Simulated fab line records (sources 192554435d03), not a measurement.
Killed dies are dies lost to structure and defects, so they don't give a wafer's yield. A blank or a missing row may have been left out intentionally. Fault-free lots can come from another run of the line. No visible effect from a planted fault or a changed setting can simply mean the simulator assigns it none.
Which tool was responsible? ; flow n5 finfet ; 21 wafers sampled from 7 lots at 1 step of a route of 1938

## WHAT THE GAUGES READ, wafer by wafer
N5_BEOL_M13_CD_MEAS_17: the cd target is 190 nm.
lot;measured;on;cd nm (nm)
L700;day 11 06:58;cd sem-02;192.8 191.2 191.0
L703;day 11 23:44;cd sem-03;189.0 188.8 190.1
L706;day 13 12:44;cd sem-01;190.2 187.4 187.1
L712;day 14 10:49;cd sem-02;187.5 188.6 190.2
L714;day 15 12:05;cd sem-02;191.2 190.0 190.3
L720;day 16 20:53;cd sem-03;188.8 190.9 192.1
L721;day 17 16:34;cd sem-01;188.9 186.8 191.9

## WHICH TOOL RAN EACH LOT (tool, then ch and the chambers of the sampled wafers, then the start)
There is no process step in the record ahead of these readings.

## THE ANSWER, worked out from the rows above alone
Rule: what is usual is taken from the lots themselves. The widest of any qualifying gaps counts: lots, ordered by their means at a reading, are off when they make up no more than a third of the lots, leave a main group of 4 or more, and stand apart from it by 3 or more times the standard deviation of that group's means. If all means in a main group match to the digits the tables above print for the reading, that group is not used. Also off: a lot with no number at a reading for which 4 or more lots have one. Any other lot the step has rows for is counted as sound.
Nothing can be told from this: no lot is off at any reading shown.

## WHAT THE SIMULATOR PUT IN
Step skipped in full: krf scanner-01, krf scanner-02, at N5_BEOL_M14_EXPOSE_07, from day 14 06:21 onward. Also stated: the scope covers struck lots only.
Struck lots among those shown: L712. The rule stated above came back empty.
